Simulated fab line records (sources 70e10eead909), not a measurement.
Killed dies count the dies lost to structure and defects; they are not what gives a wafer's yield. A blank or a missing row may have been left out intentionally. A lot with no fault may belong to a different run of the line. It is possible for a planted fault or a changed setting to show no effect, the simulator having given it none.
Matching of chambers | flow nandHarc | 4 sister chambers for NHARC_P_BONDPAD_CMP_32 on cmp-03
The step polishes SiCN, target thk 200 nm. 4 wafers are shown with their chamber, then 11 later ones without.

== WAFERS WITH THEIR CHAMBER ==
wafer  | chamber | motorCurrentA (A)
L080.3 | 0       | 11.4
L084.2 | 3       | 11.5
L088.3 | 2       | 14.5
L086.1 | 1       | 15.8

== WAFERS MISSING THEIR CHAMBER ==
wafer  | motorCurrentA (A)
L086.2 | 14.4
L086.5 | 12.0
L087.1 | 15.7
L087.4 | 13.7
L087.6 | 11.4
L093.2 | 11.7
L093.3 | 14.2
L093.4 | 15.5
L095.1 | 14.5
L095.3 | 11.7
L095.6 | 15.5

== CHAMBER TAKEN BY EACH ==
wafer  | from the rows above     | in truth
L086.2 | 2                       | 2
L086.5 | can't be placed: 3 or 0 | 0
L087.1 | 1                       | 1
L087.4 | 2                       | 2
L087.6 | can't be placed: 0 or 3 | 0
L093.2 | can't be placed: 3 or 0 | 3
L093.3 | 2                       | 2
L093.4 | 1                       | 1
L095.1 | 2                       | 2
L095.3 | can't be placed: 3 or 0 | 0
L095.6 | 1                       | 1
Placed correctly: 7 of 11. Not placeable from these rows: 4 (in 4, the candidates include the true chamber). 0 placed wrongly.
How it was worked out, from the rows above alone: a wafer's distance from a chamber is the root of the sum, over the readings, of the square of ((its reading less the chamber's mean) divided by the reading's scatter). The wafer belongs to the nearest chamber; if the next one is less than 2 further off, it can't be placed. For every chamber, the mean is computed from those of its wafers that are shown. The scatter: root of mean squared gap, hidden wafer to nearest shown wafer, with one shown wafer a chamber.
